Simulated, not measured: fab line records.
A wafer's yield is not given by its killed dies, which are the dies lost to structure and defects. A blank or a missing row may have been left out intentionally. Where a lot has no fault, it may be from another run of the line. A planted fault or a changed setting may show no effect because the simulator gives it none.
Matching of chambers -- flow n5_finfet -- N5_BEOL_M2_VIA_ETCH_34 on rie_diel-04 has 4 sister chambers
The step etches the open film in C4F6/O2, target depth 69.4 nm, time 65.9 s. 4 wafers are shown with their chamber, then 8 later ones without.

WAFERS WITH THEIR CHAMBER
wafer,chamber,drypump_motor_current_A (A)
L088.2,1,5.8
L090.1,0,5.0
L090.3,2,6.3
L091.1,3,6.3

WAFERS MISSING THEIR CHAMBER
wafer,drypump_motor_current_A (A)
L091.3,6.2
L091.6,6.3
L092.1,5.0
L092.4,6.2
L092.6,6.3
L093.3,5.0
L093.4,6.3
L093.5,6.3

WHICH CHAMBER EACH ONE RAN IN
wafer,from the rows above,in truth
L091.3,can't be placed: 2 or 3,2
L091.6,can't be placed: 2 or 3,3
L092.1,0,0
L092.4,can't be placed: 2 or 3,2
L092.6,can't be placed: 2 or 3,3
L093.3,0,0
L093.4,can't be placed: 2 or 3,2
L093.5,can't be placed: 2 or 3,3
Correct placement for 2 of the 8. Cannot be placed on the basis of these rows: 6; the candidates contain the true chamber in 6. Number placed wrongly: 0.
How it was worked out, from the rows above alone: a wafer's distance from a chamber is the root of the sum, over the readings, of the square of ((its reading less the chamber's mean) divided by the reading's scatter). If the next closest chamber is less than 2 further off than the closest, the wafer can't be placed; otherwise it belongs to the closest. The mean given for a chamber averages the wafers shown for that chamber. The scatter: root of mean squared gap, hidden wafer to nearest shown wafer, with one shown wafer a chamber.
